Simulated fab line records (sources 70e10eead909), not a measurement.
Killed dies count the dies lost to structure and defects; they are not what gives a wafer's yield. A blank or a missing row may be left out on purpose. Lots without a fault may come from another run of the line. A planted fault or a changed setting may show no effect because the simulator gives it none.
A lot that was struck, set against a sound lot :: flow nand-harc :: 17 steps out of a route of 1302
Sound: the wafers L721.1, L721.3, L721.4. Struck: wafer L737.2 (L737.5, L737.6, from the same lot, were not struck and are left out); the cause is given at the end.
Each step with rows lists, per side, the tool, then ch with its chambers, then its first start. Under that, the readings that differ: sound wafers :: struck wafers :: difference of the means :: sigmas: that difference in standard deviations of wafers without a fault.
alike: same words and numbers on both sides, and readings whose means sit less than 2 such deviations apart. not compared: any withheld reading, any reading some wafer has no value for, any bound like >300 that may hide the same value, and any number with overlapping values for which the record gives no deviation.
Wherever a step has rows on one side only, a row that says differs or no value, or a row with sigmas, the two part there. When numbers do not overlap yet have no deviation, they are printed without sigmas and do not part them. A reading that every wafer of one side lacks parts them only if that side has two wafers or more.

NHARC_A_SGD_CUT_CD_MEAS_09: the cd target is 100 nm.
  sound on cd-sem-01 ch 0, day 19 17:16; struck on cd-sem-03 ch 0, day 27 03:04
  alike: cd-nm
NHARC_A_SGD_CUT_OVL_MEAS_10:
  sound on overlay-01 at day 19 17:21; struck on overlay-02 at day 27 03:09
reading: overlay-y-nm (nm)
sound: 1.7 1.6 1.3
struck: -1.3
difference: -2.8
sigmas: -3
  alike: overlay-x-nm
NHARC_A_SGD_CUT_INSPECT_11:
  sound on defect-inspect-02 at day 19 17:23; struck on defect-inspect-01 at day 27 03:11
  alike: raw-defect-count
then, 1 step without rows for these wafers: NHARC_A_SGD_CUT_DESCUM_14 (chemistry O2, time 3 s).
NHARC_A_SGD_CUT_ETCH_58: etches the open film in CF4, target depth 39 nm, time 65 s.
  sound on rie-diel-06 ch 0,1,3, day 19 17:32; struck on rie-diel-06 ch 1, day 27 03:20
reading: rf-hours-counter-h (h)
sound: 12 12 11
struck: 10
difference: -2
sigmas: 
  alike: drypump-motor-current-A, oes-product-au, rf-vpp-V, showerhead-plenum-p-Torr, throttle-valve-pct
NHARC_A_SGD_CUT_ETCH_59: etches the open film in N2/H2, target depth 260 nm, time 406.25 s.
  sound: rie-diel-06 ch 0,1,2; struck: rie-diel-06 ch 1
reading: rf-hours-counter-h (h)
sound: 13 12 13
struck: 10
difference: -3
sigmas: 
  alike: drypump-motor-current-A, n2-flow-sccm, oes-product-au, rf-vpp-V, showerhead-plenum-p-Torr, throttle-valve-pct
NHARC_A_SGD_CUT_ETCH_15: etches the open film in CH3F/O2, target depth 75 nm, time 64.3 s.
  sound: rie-diel-06 ch 1,2,3; struck: rie-diel-06 ch 1
reading: rf-hours-counter-h (h)
sound: 11 13 13
struck: 10
difference: -2
sigmas: 
  alike: ch3f-flow-sccm, drypump-motor-current-A, oes-product-au, rf-vpp-V, showerhead-plenum-p-Torr, throttle-valve-pct
NHARC_A_SGD_CUT_ETCH_16: etches the open film in C4F8/O2/Ar, target depth 310.5 nm, time 155.2 s.
  sound: rie-diel-06 ch 0,2,3; struck: rie-diel-06 ch 3
reading: rf-hours-counter-h (h)
sound: 12 11 13
struck: 9
difference: -3
sigmas: 
  alike: oes-product-au, rf-vpp-V
then, 1 step without rows for these wafers: NHARC_A_SGD_CUT_STRIP_60 (strips in C4F8/O2/Ar).
NHARC_A_SGD_CUT_STRIP_17: strips in O2.
  sound: rie-diel-06 ch 0,1,2; struck: rie-diel-06 ch 2
reading: rf-hours-counter-h (h)
sound: 13 12 13
struck: 10
difference: -3
sigmas: 
  alike: drypump-motor-current-A, oes-product-au, rf-vpp-V, showerhead-plenum-p-Torr, throttle-valve-pct
then, 2 steps without rows for these wafers: NHARC_A_SGD_CUT_PRECLEAN_18 (cleans in SC1); NHARC_A_SGD_CUT_SRD_19.
NHARC_A_SGD_CUT_DEP_20: deposits SiO2, target thk 150 nm.
  sound on fcvd-01 ch 0,1, day 19 18:46; struck on fcvd-02 ch 1, day 27 04:30
then, 1 step without rows for these wafers: NHARC_A_SGD_CUT_ANNEAL_27 (time 1800 s).
NHARC_A_SGD_CUT_CMP_21: polishes, target thk 148.19 nm.
  sound on cmp-02 ch 1,2,3, day 19 23:04; struck on cmp-04 ch 0, day 27 09:28
reading: time-to-endpoint-s (s)
sound: 47 46 50
struck: 24
difference: -24
sigmas: -8
  alike: edge-zone-pressure-frac, motor-current-A, retaining-ring-pressure-frac
NHARC_A_SGD_CUT_THK_MEAS_22: measures by ellipsometry.
  sound on film-metro-01 at day 19 23:19; struck on film-metro-01 at day 27 09:38
reading: thk-nm (nm)
sound: 147.3 147.8 147.3
struck: 85.6
difference: -61.9
sigmas: -44
following that, these wafers have no rows for 1 step: NHARC_A_SGD_CUT_SRD_23.

== WHERE THEY PART ==
Earliest at NHARC_A_SGD_CUT_OVL_MEAS_10; latest, in this record, at NHARC_A_SGD_CUT_THK_MEAS_22.

WHY: what had been put in by the simulator
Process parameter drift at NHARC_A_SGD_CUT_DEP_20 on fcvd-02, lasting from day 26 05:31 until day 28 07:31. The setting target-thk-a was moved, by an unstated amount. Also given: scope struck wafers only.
